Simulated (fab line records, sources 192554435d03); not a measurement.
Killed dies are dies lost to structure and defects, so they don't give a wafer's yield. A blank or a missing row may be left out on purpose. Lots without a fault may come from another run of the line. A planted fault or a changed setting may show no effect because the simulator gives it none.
Chamber matching | flow n5_finfet | N5_BEOL_M0_SAQP_SPACER2_ALD_26 on ald_sin-02: 4 sister chambers
The step deposits SiO2, target thk 15 nm, pulse time 1 s, purge time 2 s. 4 wafers are shown with their chamber, then 7 later ones without.

WAFERS WITH THEIR CHAMBER
wafer  | chamber | heater_power_w (W)
L694.4 | 2       | 392
L706.2 | 3       | 398
L708.1 | 1       | 401
L708.2 | 0       | 524

WAFERS WITHOUT THEIR CHAMBER
wafer  | heater_power_w (W)
L708.6 | 407
L709.1 | 519
L709.4 | 395
L709.5 | 398
L711.1 | 391
L711.2 | 400
L711.4 | 420

WHICH CHAMBER EACH WENT THROUGH
wafer  | from the rows above          | in truth
L708.6 | can't be placed: 1 or 3 or 2 | 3
L709.1 | 0                            | 0
L709.4 | can't be placed: 2 or 3 or 1 | 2
L709.5 | can't be placed: 3 or 1 or 2 | 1
L711.1 | can't be placed: 2 or 3 or 1 | 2
L711.2 | can't be placed: 1 or 3 or 2 | 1
L711.4 | can't be placed: 1 or 3 or 2 | 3
Placed correctly: 1 of 7. Can't be placed from these rows: 6 (the true chamber is among the candidates in 6). Placed wrongly: 0.
How it was worked out, from the rows above alone: a wafer's distance from a chamber is the root of the sum, over the readings, of the square of ((its reading less the chamber's mean) divided by the reading's scatter). The wafer belongs to the nearest chamber; if the next one is less than 2 further off, it can't be placed. A chamber's mean is the mean of its shown wafers. The scatter: with one shown wafer a chamber, the root of the mean of the squares of how far each hidden wafer lies from its nearest shown one.
